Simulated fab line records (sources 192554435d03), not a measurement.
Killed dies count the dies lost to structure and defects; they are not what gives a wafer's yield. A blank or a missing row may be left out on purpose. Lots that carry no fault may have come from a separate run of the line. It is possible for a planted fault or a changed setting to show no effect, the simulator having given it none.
Chamber matching :: flow n5_finfet :: N5_SDB_ALD_29 on ald_sin-02: 4 sister chambers
The step deposits SiNx, target thk 30 nm, pulse time 1 s, ald cycles 600. 4 wafers are shown with their chamber, then 11 later ones without.

== EACH WAFER AND ITS CHAMBER ==
wafer: L087.3
chamber: 0
heater_power_w (W): 850

wafer: L087.5
chamber: 3
heater_power_w (W): 853

wafer: L088.1
chamber: 2
heater_power_w (W): 916

wafer: L093.3
chamber: 1
heater_power_w (W): 852

== WAFERS MISSING THEIR CHAMBER ==
wafer: L093.5
heater_power_w (W): 920

wafer: L093.6
heater_power_w (W): 851

wafer: L094.1
heater_power_w (W): 864

wafer: L094.4
heater_power_w (W): 817

wafer: L094.5
heater_power_w (W): 866

wafer: L096.1
heater_power_w (W): 873

wafer: L096.2
heater_power_w (W): 852

wafer: L096.4
heater_power_w (W): 812

wafer: L097.2
heater_power_w (W): 877

wafer: L097.4
heater_power_w (W): 905

wafer: L097.5
heater_power_w (W): 886

== THE CHAMBER EACH PASSED THROUGH ==
wafer: L093.5
from the rows above: 2
in truth: 2

wafer: L093.6
from the rows above: can't be placed: 0 or 1 or 3
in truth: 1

wafer: L094.1
from the rows above: can't be placed: 3 or 1 or 0 or 2
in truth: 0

wafer: L094.4
from the rows above: can't be placed: 0 or 1 or 3
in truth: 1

wafer: L094.5
from the rows above: can't be placed: 3 or 1 or 0 or 2
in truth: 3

wafer: L096.1
from the rows above: can't be placed: 3 or 1 or 0 or 2
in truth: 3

wafer: L096.2
from the rows above: can't be placed: 1 or 3 or 0
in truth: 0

wafer: L096.4
from the rows above: can't be placed: 0 or 1 or 3
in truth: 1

wafer: L097.2
from the rows above: can't be placed: 3 or 1 or 0 or 2
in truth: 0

wafer: L097.4
from the rows above: can't be placed: 2 or 3
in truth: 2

wafer: L097.5
from the rows above: can't be placed: 2 or 3 or 1 or 0
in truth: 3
Placed correctly: 1 of 11. These rows do not allow placing 10 (true chamber among the candidates in 10). Wrongly placed: 0.
How it was worked out, from the rows above alone: a wafer's distance from a chamber is the root of the sum, over the readings, of the square of ((its reading less the chamber's mean) divided by the reading's scatter). The wafer belongs to the nearest chamber; if the next one is less than 2 further off, it can't be placed. The mean given for a chamber averages the wafers shown for that chamber. The scatter: root of mean squared gap, hidden wafer to nearest shown wafer, with one shown wafer a chamber.
